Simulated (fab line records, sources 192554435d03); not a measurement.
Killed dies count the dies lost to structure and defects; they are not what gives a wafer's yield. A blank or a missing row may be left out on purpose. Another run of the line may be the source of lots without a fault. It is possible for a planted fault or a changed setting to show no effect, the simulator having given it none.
Split-lot study | flow n5 finfet | 21 wafers read across 7 lots, on a route 1938 steps long

== ABOUT THE SPLIT ==
At N5_SD_EPI_P_EPI_21 (deposits SiGe:B, time 355 s), the setting time s was moved away from the recipe's 355 s on 7 of the 21 wafers read, by -16.5% to +18.4%. For the rest of the wafers, this setting stayed at what the recipe calls for.

== FROM THE SPLIT TO THE READING: what the file shows between them, 6 steps ==
- N5_SD_EPI_P_EPI_MEAS_23
- N5_SD_EPI_P_HM_STRIP_48: strips SiNx in H3PO4, material SiNx, target depth 3 nm
- N5_SD_EPI_P_SRD_49: time 30 s
- N5_SD_EPI_P_PRECLEAN_24: cleans in O3/DIW, time 45 s
- N5_SD_ACTIVATION_RTA_00: time 0 s
- N5_SD_ACTIVATION_LSA_01: time 0.0008 s

== THE READING ==
RS_SD_P in ohm/sq, measured at N5_SD_ACTIVATION_RS_MEAS_03 by four-point-probe. Fault-free wafers of this fab line usually give 56.4 ohm/sq, standard deviation 0.96 ohm/sq.

wafer  | tool, chamber at the split | time s as run, s | against the recipe | RS_SD_P, ohm/sq | against lot-mates on the recipe
L075.3 | epi rpcvd-01, 0            | 319.3            | -10.1%             | 59.9            | +3.9
L075.4 | epi rpcvd-01, 0            | 355              | recipe             | 56.7            | -
L075.5 | epi rpcvd-01, 0            | 355              | recipe             | 55.4            | -
L080.2 | epi rpcvd-02, 0            | 355              | recipe             | 58.5            | -
L080.4 | epi rpcvd-02, 0            | 355              | recipe             | 58.5            | -
L080.5 | epi rpcvd-02, 0            | 303.6            | -14.5%             | 64.2            | +5.7
L082.1 | epi rpcvd-02, 0            | 296.6            | -16.5%             | 62.8            | +6.6
L082.3 | epi rpcvd-02, 0            | 296.6            | -16.5%             | 62.6            | +6.4
L082.4 | epi rpcvd-02, 0            | 355              | recipe             | 56.2            | -
L086.4 | epi rpcvd-03, 0            | 355              | recipe             | 55.3            | -
L086.5 | epi rpcvd-03, 0            | 355              | recipe             | 55.0            | -
L086.6 | epi rpcvd-03, 0            | 355              | recipe             | 56.3            | -
L092.2 | epi rpcvd-02, 0            | 355              | recipe             | 55.7            | -
L092.4 | epi rpcvd-02, 0            | 355              | recipe             | 56.3            | -
L092.5 | epi rpcvd-02, 0            | 355              | recipe             | 55.9            | -
L096.3 | epi rpcvd-01, 0            | 355              | recipe             | 57.1            | -
L096.4 | epi rpcvd-01, 0            | 355              | recipe             | 57.0            | -
L096.5 | epi rpcvd-01, 0            | 420.3            | +18.4%             | 50.8            | -6.2
L097.1 | epi rpcvd-01, 0            | 401.6            | +13.1%             | 52.3            | -4.3
L097.3 | epi rpcvd-01, 0            | 355              | recipe             | 56.6            | -
L097.5 | epi rpcvd-01, 0            | 401.6            | +13.1%             | 51.6            | -5.0

FIT RESULTS
A straight line over all 21 wafers: RS_SD_P changes by -0.373 ohm/sq for each +1% of time s; r = -0.95; the points scatter about the line by 1.1 ohm/sq.
The same after taking each lot's own level away (the mean of its wafers on the recipe; 21 wafers): -0.372 ohm/sq for each +1%; r = -0.99; scatter 0.39 ohm/sq.
According to that fit, moving time s by its largest amount changes the reading by 6.8 ohm/sq.
The lots' own levels span 55.53 to 58.50 ohm/sq, that is 3.1 times the standard deviation above.
The two slopes are in agreement: the lot-to-lot level therefore moves the slope only a little.
Check: for one of the wafers moved furthest among these (+18.4%), held out of the fit, the line's prediction against its lot-mates is -6.92 ohm/sq. Against them it came out at -6.25 ohm/sq.

== THE WHOLE CHAIN: every reading that the file lists as answering this split, in the file's order ==
step                        | what it does                                           | reading                                                                           | change (the file's fit)               | r (the file's)
N5_SD_EPI_P_EPI_21          | deposits SiGe:B, time 355 s                            | SiGe-B_of_SD_EPI_P_EPI_21.thk nm (the simulator's own value, which no gauge read) | +0.379 nm for each +1% of the setting | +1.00
N5_SD_EPI_P_EPI_MEAS_23     |                                                        | thk nm                                                                            | withheld for each +1% of the setting  | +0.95
N5_SD_EPI_P_HM_STRIP_48     | strips SiNx in H3PO4, material SiNx, target depth 3 nm | SiGe-B_of_SD_EPI_P_EPI_21.thk nm (the simulator's own value, which no gauge read) | +0.374 nm for each +1% of the setting | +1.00
N5_SD_ACTIVATION_RS_MEAS_03 | measures by four-point-probe                           | RS_SD_P                                                                           | -0.368 for each +1% of the setting    | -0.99

== FILE'S OWN FIT ==
RS_SD_P changes by -0.368 ohm/sq for each +1% of time s, r = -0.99.
